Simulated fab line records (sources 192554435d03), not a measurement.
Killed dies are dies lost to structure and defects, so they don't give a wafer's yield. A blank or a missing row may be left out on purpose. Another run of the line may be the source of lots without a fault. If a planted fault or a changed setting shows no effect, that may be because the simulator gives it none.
A single fault, viewed from 2 desks / flow n5_finfet / each desk has only its own numbers; what lay behind them comes last

TOOL OWNER'S DESK, cvd_co-02
The tool's own readings at N5_BEOL_M11_CVD_75 (deposits Co from CCTBA/H2, target thk 2 nm, time 138.9 s): means of the sampled wafers that have a number, for each lot that ran on this tool. Marked OUT: a lot whose mean sits more than 4 standard deviations from the usual mean, which makes it out of limits; the brackets give that distance.
Columns: A = chamber_pressure_Torr at N5_BEOL_M11_CVD_75, usual 30.01 Torr; B = run_length_s at N5_BEOL_M11_CVD_75, usual 162.0 s
lot=L969; first seen here=day 10 11:11; A=29.97; B=162.4
lot=L971; first seen here=day 11 11:42; A=30.02; B=161.8
lot=L976; first seen here=day 12 18:42; A=30.00; B=161.8
lot=L977; first seen here=day 12 22:43; A=29.97; B=162.2
lot=L979; first seen here=day 13 05:37; A=29.97; B=150.6 (-20) OUT
lot=L978; first seen here=day 13 16:37; A=30.01; B=150.9 (-19) OUT
This desk's verdict: out of limits on L978, L979, starting with L979 at day 13 05:37 (run_length_s at N5_BEOL_M11_CVD_75). In limits: L969, L971, L976, L977.

AT THE METROLOGY DESK
Lot by lot, what the gauges showed, no matter which tool ran the lot: averages of those sampled wafers that carry a number. Marked OUT: a lot whose mean sits more than 4 standard deviations from the usual mean, which makes it out of limits; the brackets give that distance.
Columns: A = cd_nm at N5_BEOL_M11_CD_MEAS_28, usual 71.4 nm; B = M11_RS at N5_BEOL_M11_RS_MEAS_57, usual 0.151 ohm/sq
lot=L969; first seen here=day 10 09:06; A=72.3; B=0.155
lot=L970; first seen here=day 10 21:40; A=71.0; B=0.153
lot=L971; first seen here=day 11 09:13; A=70.6; B=0.158
lot=L974; first seen here=day 11 20:29; A=72.2; B=0.152
lot=L973; first seen here=day 12 04:54; A=72.4; B=0.158
lot=L976; first seen here=day 12 16:50; A=70.3; B=0.148
lot=L977; first seen here=day 12 20:55; A=72.2; B=0.148
lot=L979; first seen here=day 13 03:53; A=70.8; B=0.157
lot=L978; first seen here=day 13 14:33; A=72.2; B=0.151
lot=L989; first seen here=day 16 05:29; A=70.5; B=0.152
lot=L990; first seen here=day 16 13:22; A=71.0; B=0.148
Finding of this desk: none of the 11 lots has anything out of limits.

BROUGHT TOGETHER
On L978, L979, at day 13 05:37, an alarm was possible from the tool owner's desk.
From the metrology desk's view, nothing was out of limits.
The metrology desk holds a record of L978, L979, inside its limits.
Of the lots named, all ran N5_BEOL_M11_CVD_75 on cvd_co-02.

WHAT THE SIMULATOR HAD INSERTED
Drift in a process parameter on cvd_co-02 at N5_BEOL_M11_CVD_75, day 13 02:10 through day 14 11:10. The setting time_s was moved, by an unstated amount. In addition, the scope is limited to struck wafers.
Struck lots among those shown: L978, L979.
Hours from the fault's start to each desk's first reading out of limits: the tool owner's desk, 3.
